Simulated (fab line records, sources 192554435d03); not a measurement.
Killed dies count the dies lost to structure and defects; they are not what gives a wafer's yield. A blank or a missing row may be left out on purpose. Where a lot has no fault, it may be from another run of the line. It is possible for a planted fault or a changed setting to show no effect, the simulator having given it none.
Split-lot experiment :: flow n5_finfet :: on a route of 1938 steps: 7 lots, 21 wafers read

THE SPLIT
At N5_BEOL_M6_ETCH_66 (etches SOC in N2/H2, target depth 80 nm, overetch 16 nm, time 120 s), the setting bias_w was moved away from the recipe's 150 W on 8 of the 21 wafers read, by -5.5% to +9.7%. This setting was run at the recipe's value on the other wafers.

The reading comes from the split's own step.

THE READING
rf_vpp_V, in V, at N5_BEOL_M6_ETCH_66 (etches SOC in N2/H2, target depth 80 nm, overetch 16 nm, time 120 s). Fault-free wafers of this fab line usually give 523.4 V, standard deviation 2.1 V.

wafer: L076.1
tool, chamber at the split: rie_diel-02, 1
bias_w as run, W: 150
against the recipe: recipe
rf_vpp_V, V: 521.7
against lot-mates on the recipe: -

wafer: L076.2
tool, chamber at the split: rie_diel-02, 0
bias_w as run, W: 163.6
against the recipe: +9.1%
rf_vpp_V, V: 557.1
against lot-mates on the recipe: +35.4

wafer: L076.6
tool, chamber at the split: rie_diel-02, 3
bias_w as run, W: 163.6
against the recipe: +9.1%
rf_vpp_V, V: 552.3
against lot-mates on the recipe: +30.6

wafer: L074.3
tool, chamber at the split: rie_diel-01, 0
bias_w as run, W: 164.6
against the recipe: +9.7%
rf_vpp_V, V: 557.4
against lot-mates on the recipe: +32.5

wafer: L074.4
tool, chamber at the split: rie_diel-01, 3
bias_w as run, W: 150
against the recipe: recipe
rf_vpp_V, V: 524.9
against lot-mates on the recipe: -

wafer: L074.6
tool, chamber at the split: rie_diel-01, 1
bias_w as run, W: 164.6
against the recipe: +9.7%
rf_vpp_V, V: 555.6
against lot-mates on the recipe: +30.7

wafer: L078.1
tool, chamber at the split: rie_diel-02, 2
bias_w as run, W: 150
against the recipe: recipe
rf_vpp_V, V: 525.8
against lot-mates on the recipe: -

wafer: L078.3
tool, chamber at the split: rie_diel-02, 0
bias_w as run, W: 150
against the recipe: recipe
rf_vpp_V, V: 524.5
against lot-mates on the recipe: -

wafer: L078.5
tool, chamber at the split: rie_diel-02, 2
bias_w as run, W: 150
against the recipe: recipe
rf_vpp_V, V: 525.6
against lot-mates on the recipe: -

wafer: L086.3
tool, chamber at the split: rie_diel-01, 3
bias_w as run, W: 150
against the recipe: recipe
rf_vpp_V, V: 526.0
against lot-mates on the recipe: -

wafer: L086.4
tool, chamber at the split: rie_diel-01, 1
bias_w as run, W: 141.7
against the recipe: -5.5%
rf_vpp_V, V: 507.1
against lot-mates on the recipe: -18.9

wafer: L086.5
tool, chamber at the split: rie_diel-01, 1
bias_w as run, W: 141.7
against the recipe: -5.5%
rf_vpp_V, V: 506.7
against lot-mates on the recipe: -19.3

wafer: L095.4
tool, chamber at the split: rie_diel-01, 3
bias_w as run, W: 150
against the recipe: recipe
rf_vpp_V, V: 524.8
against lot-mates on the recipe: -

wafer: L095.5
tool, chamber at the split: rie_diel-01, 0
bias_w as run, W: 150
against the recipe: recipe
rf_vpp_V, V: 524.1
against lot-mates on the recipe: -

wafer: L095.6
tool, chamber at the split: rie_diel-01, 1
bias_w as run, W: 150
against the recipe: recipe
rf_vpp_V, V: 525.4
against lot-mates on the recipe: -

wafer: L093.4
tool, chamber at the split: rie_diel-04, 3
bias_w as run, W: 161.7
against the recipe: +7.8%
rf_vpp_V, V: 545.7
against lot-mates on the recipe: +25.0

wafer: L093.5
tool, chamber at the split: rie_diel-04, 2
bias_w as run, W: 161.7
against the recipe: +7.8%
rf_vpp_V, V: 548.1
against lot-mates on the recipe: +27.4

wafer: L093.6
tool, chamber at the split: rie_diel-04, 3
bias_w as run, W: 150
against the recipe: recipe
rf_vpp_V, V: 520.7
against lot-mates on the recipe: -

wafer: L097.1
tool, chamber at the split: rie_diel-01, 0
bias_w as run, W: 150
against the recipe: recipe
rf_vpp_V, V: 526.3
against lot-mates on the recipe: -

wafer: L097.3
tool, chamber at the split: rie_diel-01, 2
bias_w as run, W: 150
against the recipe: recipe
rf_vpp_V, V: 520.8
against lot-mates on the recipe: -

wafer: L097.6
tool, chamber at the split: rie_diel-01, 3
bias_w as run, W: 150
against the recipe: recipe
rf_vpp_V, V: 524.7
against lot-mates on the recipe: -

FIT RESULTS
A straight line over all 21 wafers: rf_vpp_V changes by +3.21 V for each +1% of bias_w; r = +0.99; the points scatter about the line by 2 V.
The same after taking each lot's own level away (the mean of its wafers on the recipe; 21 wafers): +3.42 V for each +1%; r = +1.00; scatter 1.6 V.
Per that fit: largest bias_w move, reading shift of 33 V.
The lots' own levels span 520.70 to 526.00 V, that is 2.5 times the standard deviation above.
Consequently the slope shifts little with the lot-to-lot level, the two slopes agreeing.
Check: with one of the wafers moved furthest among these (+9.7%) left out of the fit, the line predicts +33.4 V for it against its lot-mates. Against them it came out at +32.5 V.
Tool readings at the split's step, against how far the setting was moved: rf_vpp_V r = +0.99.

OTHER SPLITS APPLIED TO THESE WAFERS
Note: prior to the reading, these wafers also went through further splits. Each is held against what the fit with the lots' levels taken away leaves over:
other split on the same wafers: N5_BEOL_M2_DESCUM_16 time_s
wafers away from the commonest value: 3
r with rf_vpp_V (lot level and that fit taken away): +0.15

other split on the same wafers: N5_BEOL_M3_ETCH_70 source_w
wafers away from the commonest value: 6
r with rf_vpp_V (lot level and that fit taken away): -0.06

other split on the same wafers: N5_BEOL_M4_COAT_67 spin_rpm
wafers away from the commonest value: 5
r with rf_vpp_V (lot level and that fit taken away): -0.27

other split on the same wafers: N5_BEOL_M4_COAT_22 spin_rpm
wafers away from the commonest value: 6
r with rf_vpp_V (lot level and that fit taken away): -0.02

other split on the same wafers: N5_BEOL_M5_COAT_60 spin_rpm
wafers away from the commonest value: 5
r with rf_vpp_V (lot level and that fit taken away): +0.04

other split on the same wafers: N5_BEOL_M5_COAT_71 spin_rpm
wafers away from the commonest value: 3
r with rf_vpp_V (lot level and that fit taken away): -0.35

other split on the same wafers: N5_BEOL_M5_ETCH_72 bias_w
wafers away from the commonest value: 8
r with rf_vpp_V (lot level and that fit taken away): +0.18

other split on the same wafers: N5_BEOL_M5_COAT_66 spin_rpm
wafers away from the commonest value: 9
r with rf_vpp_V (lot level and that fit taken away): -0.05

other split on the same wafers: N5_BEOL_M6_COAT_22 spin_rpm
wafers away from the commonest value: 7
r with rf_vpp_V (lot level and that fit taken away): -0.04

THE FILE'S OWN FIT
rf_vpp_V changes by +3.42 V for each +1% of bias_w, r = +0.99.
